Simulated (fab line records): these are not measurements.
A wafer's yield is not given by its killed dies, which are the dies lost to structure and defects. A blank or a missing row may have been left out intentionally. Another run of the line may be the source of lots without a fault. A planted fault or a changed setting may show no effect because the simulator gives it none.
Chamber matching	flow n5 finfet	rie diel-04 running N5_BEOL_M3_STRIP_66: 4 sister chambers
The step strips in CF4. 22 wafers are shown with their chamber, then 11 later ones without.

WAFERS, EACH WITH ITS CHAMBER
wafer	chamber	showerhead plenum p Torr (Torr)	drypump motor current A (A)	throttle valve pct (%)
L074.3	0	1.77	5.7	13.90
L074.4	1	1.87	5.9	13.58
L074.5	1	1.86	5.9	13.57
L077.1	2	1.77	5.7	13.70
L077.3	3	1.71	5.5	13.99
L077.6	1	1.86	5.9	13.58
L079.1	1	1.86	5.9	13.59
L079.3	2	1.77	5.7	13.69
L079.5	2	1.77	5.7	13.70
L080.1	2	1.77	5.8	13.69
L080.4	3	1.71	5.5	13.98
L080.5	0	1.77	5.7	13.90
L085.2	3	1.71	5.5	14.00
L085.3	2	1.76	5.7	13.13
L085.5	3	1.71	5.5	14.02
L086.2	0	1.77	5.7	13.94
L086.3	3	1.71	5.5	14.01
L086.6	3	1.71	5.5	14.01
L090.1	3	1.70	5.5	14.00
L090.2	0	1.77	5.7	13.96
L090.6	0	1.77	5.7	13.95
L092.2	0	1.77	5.7	13.96

SIGNATURES (averages over the wafers above)
reading	chamber 0	chamber 1	chamber 2	chamber 3	scatter within a chamber
showerhead plenum p Torr	1.7700	1.8625	1.7680	1.7086	0.00366
drypump motor current A	5.700	5.900	5.720	5.500	0.0211
throttle valve pct	13.9350	13.5800	13.5820	14.0014	0.12
Rule: distance of a wafer from a chamber = root of the sum over the readings of ((wafer's reading minus chamber's mean) / reading's scatter) squared. The wafer belongs to the nearest chamber; if the next one is less than 2 further off, it can't be placed. How the scatter is found: for the shown wafers, subtract from each reading the mean of its chamber, square and add these, divide the total by (wafers less chambers), then take the root.

WAFERS WHOSE CHAMBER IS MISSING
wafer	showerhead plenum p Torr (Torr)	drypump motor current A (A)	throttle valve pct (%)
L092.4	1.86	5.9	13.63
L092.6	1.86	5.9	13.64
L093.2	1.70	5.5	14.01
L093.3	1.76	5.8	13.17
L093.6	1.77	5.7	13.96
L095.4	1.86	5.9	13.63
L095.5	1.70	5.5	14.03
L095.6	1.76	5.8	13.17
L096.1	1.77	5.7	13.97
L096.3	1.70	5.5	14.04
L096.5	1.76	5.7	13.18

EACH ONE'S CHAMBER
wafer	from the rows above	in truth
L092.4	1	1
L092.6	1	1
L093.2	3	3
L093.3	2	2
L093.6	0	0
L095.4	1	1
L095.5	3	3
L095.6	2	2
L096.1	0	0
L096.3	3	3
L096.5	2	2
Correct placement for 11 of the 11. Number that these rows cannot place: 0. Placed wrongly: 0.
